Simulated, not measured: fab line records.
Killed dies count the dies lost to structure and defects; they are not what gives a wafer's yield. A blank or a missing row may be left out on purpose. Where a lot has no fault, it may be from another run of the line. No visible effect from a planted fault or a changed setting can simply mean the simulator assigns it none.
Which tool is to blame? | flow nandHarc | 15 lots, 45 wafers sampled, at 4 steps of a route of 1159

WHAT THE GAUGES SHOWED, per wafer
Not one reading of a measure or inspect step in the record can be checked against a usual standard deviation.

WHICH TOOL RAN EACH LOT (tool, then ch and the chambers of the sampled wafers, then the start)
lot  | NHARC_A_SLIT_DESCUM_14            | NHARC_A_WL_FILL_ETCHBACK_05      | NHARC_A_WL_FILL_ALD_10          | NHARC_A_WL_FILL_STRIP_29
L546 | rieDiel-04 ch 0,1,3, day 13 23:22 | rieMetal-02 ch 0,1, day 14 19:13 | aldHk-02 ch 0,1, day 15 01:40   | rieDiel-01 ch 2,3, day 15 08:24
L552 | rieDiel-04 ch 0,2,3, day 15 09:50 | rieMetal-02 ch 0,1, day 16 04:19 | aldHk-03 ch 0,1,3, day 16 11:53 | rieDiel-13 ch 0,1,3, day 16 15:06
L551 | rieDiel-11 ch 1,2,3, day 15 11:47 | rieMetal-01 ch 0,1, day 16 01:44 | aldHk-01 ch 0,1,3, day 16 11:20 | rieDiel-13 ch 0,1,2, day 16 15:04
L550 | rieDiel-11 ch 2,3, day 15 11:55   | rieMetal-03 ch 0,1, day 16 06:17 | aldHk-02 ch 0,3, day 16 13:20   | rieDiel-13 ch 0,1,3, day 16 18:05
L560 | rieDiel-04 ch 0,2, day 17 12:20   | rieMetal-03 ch 0,1, day 18 09:32 | aldHk-02 ch 0,3, day 18 12:05   | rieDiel-01 ch 0,1, day 18 16:48
L559 | rieDiel-04 ch 0,1,2, day 17 14:05 | rieMetal-01 ch 0,1, day 18 09:40 | aldHk-01 ch 0,2,3, day 18 15:19 | rieDiel-08 ch 1,3, day 18 20:05
L561 | rieDiel-11 ch 0,1,2, day 18 07:39 | rieMetal-03 ch 0,1, day 18 23:14 | aldHk-02 ch 0,1,3, day 19 05:38 | rieDiel-08 ch 0,1,3, day 19 09:20
L562 | rieDiel-04 ch 0,3, day 18 08:43   | rieMetal-01 ch 0,1, day 18 23:31 | aldHk-03 ch 2,3, day 19 04:36   | rieDiel-13 ch 0,1,2, day 19 09:20
L564 | rieDiel-04 ch 1,2,3, day 18 19:56 | rieMetal-01 ch 0,1, day 19 15:38 | aldHk-02 ch 1,3, day 19 18:14   | rieDiel-01 ch 1,2,3, day 19 22:55
L563 | rieDiel-11 ch 0,3, day 18 20:40   | rieMetal-03 ch 0,1, day 19 12:58 | aldHk-01 ch 1,2,3, day 19 19:20 | rieDiel-08 ch 1,3, day 19 23:34
L565 | rieDiel-04 ch 1,2,3, day 18 21:04 | rieMetal-02 ch 0,1, day 19 12:50 | aldHk-03 ch 0,3, day 19 18:14   | rieDiel-08 ch 0,1, day 19 22:58
L566 | rieDiel-11 ch 0,1,3, day 19 14:46 | rieMetal-01 ch 0,1, day 20 06:27 | aldHk-01 ch 1,2,3, day 20 11:50 | rieDiel-01 ch 0,1,2, day 20 16:34
L568 | rieDiel-07 ch 0,1,2, day 20 00:55 | rieMetal-01 ch 0,1, day 20 17:13 | aldHk-01 ch 0,1, day 20 23:17   | rieDiel-01 ch 0,1,3, day 21 04:04
L567 | rieDiel-11 ch 1,2,3, day 20 02:25 | rieMetal-03 ch 0,1, day 20 17:52 | aldHk-02 ch 0,2,3, day 21 01:13 | rieDiel-01 ch 0,2,3, day 21 05:58
L569 | rieDiel-11 ch 0,3, day 20 11:52   | rieMetal-03 ch 0,1, day 21 10:25 | aldHk-02 ch 0,2,3, day 21 16:58 | rieDiel-13 ch 2,3, day 21 20:41
- NHARC_A_SLIT_DESCUM_14: chemistry O2, time 3 s.
- NHARC_A_WL_FILL_ETCHBACK_05: etches the open film in Cl2/BCl3, target depth 22 nm, time 60 s.
- NHARC_A_WL_FILL_ALD_10: deposits SiO2, target thk 50 nm, pulse time 10 s, ald cycles 500.
- NHARC_A_WL_FILL_STRIP_29: strips in O2, time 20 s.

WHAT THE TOOLS THEMSELVES READ (means of the sampled wafers that have a number; where no wafer has one, the mark that the record gives instead)
NHARC_A_SLIT_DESCUM_14. Usual: drypumpMotorCurrentA 6.0 A, standard deviation 0.42; oesProductAu 1.000 a.u., standard deviation 0.0094; rfVppV 57.9 V, standard deviation 0.82; showerheadPlenumPTorr 1.94 Torr, standard deviation 0.075; throttleValvePct 11.312 %, standard deviation 0.0088.
lot  | tool       | drypumpMotorCurrentA (A) | oesProductAu (a.u.) | rfVppV (V) | showerheadPlenumPTorr (Torr) | throttleValvePct (%) | flag
L546 | rieDiel-04 | 6.2                      | 1.009               | 58.1       | 1.96                         | 11.306               | 
L552 | rieDiel-04 | 6.2                      | 0.998               | 57.2       | 1.95                         | 11.314               | 
L551 | rieDiel-11 | 5.9                      | 1.010               | 57.0       | 1.92                         | 11.305               | 
L550 | rieDiel-11 | 5.6                      | 0.996               | 58.0       | 1.96                         | 11.314               | 
L560 | rieDiel-04 | 6.2                      | 1.004               | 58.4       | 1.93                         | 11.315               | 
L559 | rieDiel-04 | 6.2                      | 1.001               | 57.9       | 1.94                         | 11.304               | 
L561 | rieDiel-11 | 6.2                      | 0.999               | 58.3       | 1.91                         | 11.313               | 
L562 | rieDiel-04 | 6.2                      | 1.001               | 58.7       | 1.96                         | 11.312               | 
L564 | rieDiel-04 | 6.3                      | 1.004               | 57.4       | 1.95                         | 11.313               | 
L563 | rieDiel-11 | 5.8                      | 0.993               | 58.0       | 2.02                         | 11.309               | 
L565 | rieDiel-04 | 6.3                      | 0.990               | 57.9       | 1.95                         | 11.314               | 
L566 | rieDiel-11 | 5.9                      | 0.995               | 57.7       | 1.95                         | 11.306               | 
L568 | rieDiel-07 | 5.6                      | 0.999               | 58.4       | 1.93                         | 11.310               | 
L567 | rieDiel-11 | 5.9                      | 0.998               | 57.6       | 1.92                         | 11.310               | 
L569 | rieDiel-11 | 5.7                      | 1.002               | 57.3       | 2.02                         | 11.314               | 

NHARC_A_WL_FILL_ETCHBACK_05. Usual: chamberPressureMTorr 9.999 mTorr, standard deviation 0.0092; drypumpMotorCurrentA 5.8 A, standard deviation 0.37; oesProductAu 1.000 a.u., standard deviation 0.0091.
lot  | tool        | chamberPressureMTorr (mTorr) | drypumpMotorCurrentA (A) | oesProductAu (a.u.) | flag
L546 | rieMetal-02 | 9.995                        | 5.6                      | 1.011               | 
L552 | rieMetal-02 | -                            | -                        | -                   | OFF
L551 | rieMetal-01 | -                            | -                        | -                   | OFF
L550 | rieMetal-03 | -                            | -                        | -                   | OFF
L560 | rieMetal-03 | 10.004                       | 5.7                      | 0.991               | 
L559 | rieMetal-01 | 9.999                        | 5.9                      | 0.996               | 
L561 | rieMetal-03 | 9.997                        | 5.6                      | 1.004               | 
L562 | rieMetal-01 | 9.999                        | 6.1                      | 0.999               | 
L564 | rieMetal-01 | 10.007                       | 5.9                      | 0.994               | 
L563 | rieMetal-03 | 10.002                       | 5.7                      | 0.992               | 
L565 | rieMetal-02 | 9.996                        | 5.5                      | 0.998               | 
L566 | rieMetal-01 | 10.000                       | 6.1                      | 0.998               | 
L568 | rieMetal-01 | 10.001                       | 6.1                      | 0.997               | 
L567 | rieMetal-03 | 9.997                        | 5.7                      | 1.018               | 
L569 | rieMetal-03 | 9.997                        | 5.7                      | 1.004               | 

NHARC_A_WL_FILL_ALD_10. Usual: heaterPowerW 476 W, standard deviation 38; precursorPulseHeightRel 0.997, standard deviation 0.02.
lot  | tool     | heaterPowerW (W) | precursorPulseHeightRel | flag
L546 | aldHk-02 | 446              | 0.967                   | 
L552 | aldHk-03 | 492              | 0.991                   | 
L551 | aldHk-01 | 444              | 0.986                   | 
L550 | aldHk-02 | 485              | 0.978                   | 
L560 | aldHk-02 | 484              | 0.987                   | 
L559 | aldHk-01 | 473              | 0.979                   | 
L561 | aldHk-02 | 475              | 1.003                   | 
L562 | aldHk-03 | 540              | 1.006                   | 
L564 | aldHk-02 | 465              | 1.020                   | 
L563 | aldHk-01 | 460              | 0.992                   | 
L565 | aldHk-03 | 514              | 1.002                   | 
L566 | aldHk-01 | 457              | 0.986                   | 
L568 | aldHk-01 | 430              | 0.986                   | 
L567 | aldHk-02 | 474              | 1.004                   | 
L569 | aldHk-02 | 469              | 0.992                   | 

NHARC_A_WL_FILL_STRIP_29. Usual: drypumpMotorCurrentA 5.75 A, standard deviation 0.3; oesProductAu 0.999 a.u., standard deviation 0.0096; rfVppV 57.8 V, standard deviation 0.86; showerheadPlenumPTorr 3.56 Torr, standard deviation 0.13; throttleValvePct 17.037 %, standard deviation 0.009.
lot  | tool       | drypumpMotorCurrentA (A) | oesProductAu (a.u.) | rfVppV (V) | showerheadPlenumPTorr (Torr) | throttleValvePct (%) | flag
L546 | rieDiel-01 | 5.63                     | 0.994               | 58.1       | 3.67                         | 17.041               | 
L552 | rieDiel-13 | 5.85                     | 1.013               | 58.4       | 3.65                         | 17.038               | 
L551 | rieDiel-13 | 5.80                     | 1.007               | 58.3       | 3.60                         | 17.039               | 
L550 | rieDiel-13 | 5.86                     | 1.016               | 58.2       | 3.65                         | 17.033               | 
L560 | rieDiel-01 | 5.85                     | 0.987               | 58.1       | 3.52                         | 17.039               | 
L559 | rieDiel-08 | 5.53                     | 1.001               | 57.6       | 3.41                         | 17.039               | 
L561 | rieDiel-08 | 5.69                     | 0.998               | 57.6       | 3.42                         | 17.037               | 
L562 | rieDiel-13 | 5.79                     | 1.003               | 58.4       | 3.60                         | 17.043               | 
L564 | rieDiel-01 | 5.87                     | 0.987               | 58.2       | 3.60                         | 17.040               | 
L563 | rieDiel-08 | 5.49                     | 0.993               | 57.5       | 3.38                         | 17.042               | 
L565 | rieDiel-08 | 5.92                     | 0.998               | 57.6       | 3.46                         | 17.038               | 
L566 | rieDiel-01 | 5.61                     | 0.996               | 57.3       | 3.58                         | 17.039               | 
L568 | rieDiel-01 | 5.89                     | 0.995               | 57.3       | 3.50                         | 17.033               | 
L567 | rieDiel-01 | 5.65                     | 1.004               | 57.9       | 3.56                         | 17.035               | 
L569 | rieDiel-13 | 5.58                     | 1.008               | 58.7       | 3.65                         | 17.032               | 

THE ANSWER, worked out from the rows above alone
Rule: a lot counts as off when the mean over its wafers that have a number is more than 3 standard deviations away from the usual mean. Also off: a lot with no number at a reading for which 4 or more lots have one. Where the step has rows for the other lots, those lots are counted as sound. Order of review: gauges by route order, followed by the tools' own readings, for which a lot's mean as printed above is used. At the first step where some lot is off, the reading lying furthest off is the one used; lots without a number count as furthest.
Off: L552, L551, L550 (NHARC_A_WL_FILL_ETCHBACK_05, chamberPressureMTorr). Without a number there: L552, L551, L550.
If a tool, at that step or one of the process steps before it, ran each lot that is off and ran no sound lot following the first of them, it fits. None of those tried fits.

WHAT WAS PUT IN BY THE SIMULATOR
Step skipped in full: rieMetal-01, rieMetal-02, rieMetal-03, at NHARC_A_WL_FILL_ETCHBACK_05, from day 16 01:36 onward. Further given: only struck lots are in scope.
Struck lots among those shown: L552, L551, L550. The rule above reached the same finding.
